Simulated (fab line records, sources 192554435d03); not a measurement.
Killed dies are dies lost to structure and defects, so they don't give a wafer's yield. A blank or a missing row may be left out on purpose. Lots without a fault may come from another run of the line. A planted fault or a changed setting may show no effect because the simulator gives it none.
Chamber matching | flow n5_finfet | N5_ZERO_LAYER_ETCH_17 on rie_diel-05: 4 sister chambers
The step etches SiO2 in CF4, target depth 12 nm, time 13.3 s. 4 wafers are shown with their chamber, then 7 later ones without.

WAFERS WITH THEIR CHAMBER
wafer  | chamber | drypump_motor_current_A (A)
L088.1 | 0       | 5.3
L088.2 | 1       | 5.1
L090.1 | 3       | 6.3
L090.2 | 2       | 5.8

WAFERS WITHOUT THEIR CHAMBER
wafer  | drypump_motor_current_A (A)
L090.6 | 5.9
L092.2 | 5.3
L092.4 | 5.3
L092.6 | 6.3
L095.4 | 5.3
L095.5 | 5.9
L095.6 | 5.1

WHICH CHAMBER EACH WENT THROUGH
wafer  | from the rows above | in truth
L090.6 | 2                   | 2
L092.2 | 0                   | 0
L092.4 | 0                   | 0
L092.6 | 3                   | 3
L095.4 | 0                   | 0
L095.5 | 2                   | 2
L095.6 | 1                   | 1
Placed correctly: 7 of 7. Can't be placed from these rows: 0. Placed wrongly: 0.
How it was worked out, from the rows above alone: a wafer's distance from a chamber is the root of the sum, over the readings, of the square of ((its reading less the chamber's mean) divided by the reading's scatter). The wafer belongs to the nearest chamber; if the next one is less than 2 further off, it can't be placed. A chamber's mean is the mean of its shown wafers. The scatter: with one shown wafer a chamber, the root of the mean of the squares of how far each hidden wafer lies from its nearest shown one.
